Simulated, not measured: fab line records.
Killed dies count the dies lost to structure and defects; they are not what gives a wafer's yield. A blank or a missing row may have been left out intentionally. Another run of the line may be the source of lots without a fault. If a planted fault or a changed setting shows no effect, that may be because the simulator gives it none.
Split-lot trial || flow n5 finfet || 21 wafers read from 7 lots, route of 1938 steps

## THE SPLIT ITSELF
At N5_BEOL_M0_CUTY_ETCH_63 (etches SOC in N2/H2, target depth 82.7 nm, overetch 16.5 nm, time 124 s), the setting time s was moved away from the recipe's 124 s on 8 of the 21 wafers read, by -18.0% to +15.6%. All remaining wafers had this setting at the recipe value.

## SPLIT TO READING: what lies between them in the file, 1 step
- N5_BEOL_M0_ETCH_138: etches SiCN in CH3F/O2, target depth 12 nm, time 31.6 s (also split here: source w)

## THE READING
SiO2_of_BEOL_M0_SAQP_SPACER2_ALD_26.thk nm (the simulator's own value, which no gauge read), in nm, at N5_BEOL_M0_HM_OPEN_105 (chemistry Cl2/BCl3, target TiN, target depth 12 nm). The file gives no usual value for it. Average 2.7 nm, standard deviation 0.13 nm, over the 13 wafers here run with the recipe.

{"wafer": "L077.2", "tool, chamber at the split": "rie diel-01, 0", "time s as run, s": 124, "against the recipe": "recipe", "SiO2_of_BEOL_M0_SAQP_SPACER2_ALD_26.thk nm, nm": 2.8, "against lot-mates on the recipe": "-"}
{"wafer": "L077.3", "tool, chamber at the split": "rie diel-01, 2", "time s as run, s": 124, "against the recipe": "recipe", "SiO2_of_BEOL_M0_SAQP_SPACER2_ALD_26.thk nm, nm": 2.6, "against lot-mates on the recipe": "-"}
{"wafer": "L077.5", "tool, chamber at the split": "rie diel-01, 3", "time s as run, s": 143.3, "against the recipe": "+15.6%", "SiO2_of_BEOL_M0_SAQP_SPACER2_ALD_26.thk nm, nm": 2, "against lot-mates on the recipe": -0.7}
{"wafer": "L080.2", "tool, chamber at the split": "rie diel-02, 1", "time s as run, s": 124, "against the recipe": "recipe", "SiO2_of_BEOL_M0_SAQP_SPACER2_ALD_26.thk nm, nm": 2.6, "against lot-mates on the recipe": "-"}
{"wafer": "L080.6", "tool, chamber at the split": "rie diel-02, 3", "time s as run, s": 124, "against the recipe": "recipe", "SiO2_of_BEOL_M0_SAQP_SPACER2_ALD_26.thk nm, nm": 2.6, "against lot-mates on the recipe": "-"}
{"wafer": "L080.4", "tool, chamber at the split": "rie diel-02, 0", "time s as run, s": 106.9, "against the recipe": "-13.8%", "SiO2_of_BEOL_M0_SAQP_SPACER2_ALD_26.thk nm, nm": 3.2, "against lot-mates on the recipe": "+0.6"}
{"wafer": "L083.3", "tool, chamber at the split": "rie diel-02, 3", "time s as run, s": 101.7, "against the recipe": "-18.0%", "SiO2_of_BEOL_M0_SAQP_SPACER2_ALD_26.thk nm, nm": 3.4, "against lot-mates on the recipe": "+0.6"}
{"wafer": "L083.5", "tool, chamber at the split": "rie diel-02, 2", "time s as run, s": 124, "against the recipe": "recipe", "SiO2_of_BEOL_M0_SAQP_SPACER2_ALD_26.thk nm, nm": 3, "against lot-mates on the recipe": "-"}
{"wafer": "L083.6", "tool, chamber at the split": "rie diel-02, 1", "time s as run, s": 124, "against the recipe": "recipe", "SiO2_of_BEOL_M0_SAQP_SPACER2_ALD_26.thk nm, nm": 2.6, "against lot-mates on the recipe": "-"}
{"wafer": "L090.1", "tool, chamber at the split": "rie diel-01, 2", "time s as run, s": 124, "against the recipe": "recipe", "SiO2_of_BEOL_M0_SAQP_SPACER2_ALD_26.thk nm, nm": 2.6, "against lot-mates on the recipe": "-"}
{"wafer": "L090.6", "tool, chamber at the split": "rie diel-01, 2", "time s as run, s": 124, "against the recipe": "recipe", "SiO2_of_BEOL_M0_SAQP_SPACER2_ALD_26.thk nm, nm": 2.6, "against lot-mates on the recipe": "-"}
{"wafer": "L090.3", "tool, chamber at the split": "rie diel-01, 3", "time s as run, s": 133.6, "against the recipe": "+7.7%", "SiO2_of_BEOL_M0_SAQP_SPACER2_ALD_26.thk nm, nm": 2.2, "against lot-mates on the recipe": -0.4}
{"wafer": "L095.1", "tool, chamber at the split": "rie diel-02, 1", "time s as run, s": 124, "against the recipe": "recipe", "SiO2_of_BEOL_M0_SAQP_SPACER2_ALD_26.thk nm, nm": 2.6, "against lot-mates on the recipe": "-"}
{"wafer": "L095.2", "tool, chamber at the split": "rie diel-02, 2", "time s as run, s": 124, "against the recipe": "recipe", "SiO2_of_BEOL_M0_SAQP_SPACER2_ALD_26.thk nm, nm": 2.8, "against lot-mates on the recipe": "-"}
{"wafer": "L095.5", "tool, chamber at the split": "rie diel-02, 2", "time s as run, s": 124, "against the recipe": "recipe", "SiO2_of_BEOL_M0_SAQP_SPACER2_ALD_26.thk nm, nm": 2.8, "against lot-mates on the recipe": "-"}
{"wafer": "L096.2", "tool, chamber at the split": "rie diel-01, 1,3", "time s as run, s": 106, "against the recipe": "-14.5%", "SiO2_of_BEOL_M0_SAQP_SPACER2_ALD_26.thk nm, nm": 3.2, "against lot-mates on the recipe": "+0.6"}
{"wafer": "L096.3", "tool, chamber at the split": "rie diel-01, 1,3", "time s as run, s": 106, "against the recipe": "-14.5%", "SiO2_of_BEOL_M0_SAQP_SPACER2_ALD_26.thk nm, nm": 3, "against lot-mates on the recipe": "+0.4"}
{"wafer": "L096.6", "tool, chamber at the split": "rie diel-01, 2", "time s as run, s": 124, "against the recipe": "recipe", "SiO2_of_BEOL_M0_SAQP_SPACER2_ALD_26.thk nm, nm": 2.6, "against lot-mates on the recipe": "-"}
{"wafer": "L097.1", "tool, chamber at the split": "rie diel-04, 2", "time s as run, s": 106.2, "against the recipe": "-14.4%", "SiO2_of_BEOL_M0_SAQP_SPACER2_ALD_26.thk nm, nm": 3.2, "against lot-mates on the recipe": "+0.4"}
{"wafer": "L097.3", "tool, chamber at the split": "rie diel-04, 3", "time s as run, s": 106.2, "against the recipe": "-14.4%", "SiO2_of_BEOL_M0_SAQP_SPACER2_ALD_26.thk nm, nm": 3.2, "against lot-mates on the recipe": "+0.4"}
{"wafer": "L097.2", "tool, chamber at the split": "rie diel-04, 1", "time s as run, s": 124, "against the recipe": "recipe", "SiO2_of_BEOL_M0_SAQP_SPACER2_ALD_26.thk nm, nm": 2.8, "against lot-mates on the recipe": "-"}
The file does not say which wafer passed through which chamber wherever a row lists several chambers: such a row stands for several wafers.

THE FIT
A straight line over all 21 wafers: SiO2_of_BEOL_M0_SAQP_SPACER2_ALD_26.thk nm changes by -0.0381 nm for each +1% of time s; r = -0.93; the points scatter about the line by 0.13 nm.
The same after taking each lot's own level away (the mean of its wafers on the recipe; 21 wafers): -0.0368 nm for each +1%; r = -0.95; scatter 0.11 nm.
On that fit, the largest move of time s shifts the reading by 0.66 nm.
Measured against the standard deviation above, the lots' own levels, which go from 2.60 to 2.80 nm, span 1.6 times it.
The two slopes are in agreement: the lot-to-lot level therefore moves the slope only a little.
Check: with one of the wafers moved furthest among these (-18.0%) left out of the fit, the line predicts +0.646 nm for it against its lot-mates. Against them it came out at +0.6 nm.

## ADDITIONAL SPLITS CARRIED BY THESE WAFERS
These wafers also went through other splits before the reading. Each is held against what the fit with the lots' levels taken away leaves over:
{"other split on the same wafers": "N5_GATE_CUT_COAT_07 spin rpm", "wafers away from the commonest value": 9, "r with SiO2_of_BEOL_M0_SAQP_SPACER2_ALD_26.thk nm (lot level and that fit taken away)": -0.11}
{"other split on the same wafers": "N5_GATE_CUT_DESCUM_18 time s", "wafers away from the commonest value": 9, "r with SiO2_of_BEOL_M0_SAQP_SPACER2_ALD_26.thk nm (lot level and that fit taken away)": "+0.00"}
{"other split on the same wafers": "N5_MOL_CONTACT_COAG_ALD_27 ald cycles", "wafers away from the commonest value": 7, "r with SiO2_of_BEOL_M0_SAQP_SPACER2_ALD_26.thk nm (lot level and that fit taken away)": "+0.07"}
{"other split on the same wafers": "N5_MOL_CONTACT_COAG_EXPOSE_81 dose mj", "wafers away from the commonest value": 5, "r with SiO2_of_BEOL_M0_SAQP_SPACER2_ALD_26.thk nm (lot level and that fit taken away)": "+0.08"}
{"other split on the same wafers": "N5_MOL_CONTACT_COAG_ETCH_91 source w", "wafers away from the commonest value": 7, "r with SiO2_of_BEOL_M0_SAQP_SPACER2_ALD_26.thk nm (lot level and that fit taken away)": "+0.11"}
{"other split on the same wafers": "N5_BEOL_M0_SAQP_PECVD_97 time s", "wafers away from the commonest value": 7, "r with SiO2_of_BEOL_M0_SAQP_SPACER2_ALD_26.thk nm (lot level and that fit taken away)": -0.21}
{"other split on the same wafers": "N5_BEOL_M0_SAQP_COAT_08 spin rpm", "wafers away from the commonest value": 8, "r with SiO2_of_BEOL_M0_SAQP_SPACER2_ALD_26.thk nm (lot level and that fit taken away)": "+0.30"}
{"other split on the same wafers": "N5_BEOL_M0_ETCH_138 source w", "wafers away from the commonest value": 9, "r with SiO2_of_BEOL_M0_SAQP_SPACER2_ALD_26.thk nm (lot level and that fit taken away)": -0.40}

## THE WHOLE CHAIN: every reading that the file lists as answering this split, in the file's order
{"step": "N5_BEOL_M0_CUTY_ETCH_63", "what it does": "etches SOC in N2/H2, target depth 82.7 nm, overetch 16.5 nm, time 124 s", "reading": "SiO2_of_BEOL_M0_SAQP_SPACER2_ALD_26.thk nm (the simulator's own value, which no gauge read)", "change (the file's fit)": "-0.04 nm for each +1% of the setting", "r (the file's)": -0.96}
{"step": "N5_BEOL_M0_ETCH_138", "what it does": "etches SiCN in CH3F/O2, target depth 12 nm, time 31.6 s", "reading": "SiO2_of_BEOL_M0_SAQP_SPACER2_ALD_26.thk nm (the simulator's own value, which no gauge read)", "change (the file's fit)": "-0.0363 nm for each +1% of the setting", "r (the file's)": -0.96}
{"step": "N5_BEOL_M0_HM_OPEN_105", "what it does": "chemistry Cl2/BCl3, target TiN, target depth 12 nm", "reading": "SiO2_of_BEOL_M0_SAQP_SPACER2_ALD_26.thk nm (the simulator's own value, which no gauge read)", "change (the file's fit)": "-0.0374 nm for each +1% of the setting", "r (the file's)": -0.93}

## FILE'S OWN FIT
SiO2_of_BEOL_M0_SAQP_SPACER2_ALD_26.thk nm changes by -0.0374 nm for each +1% of time s, r = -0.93.
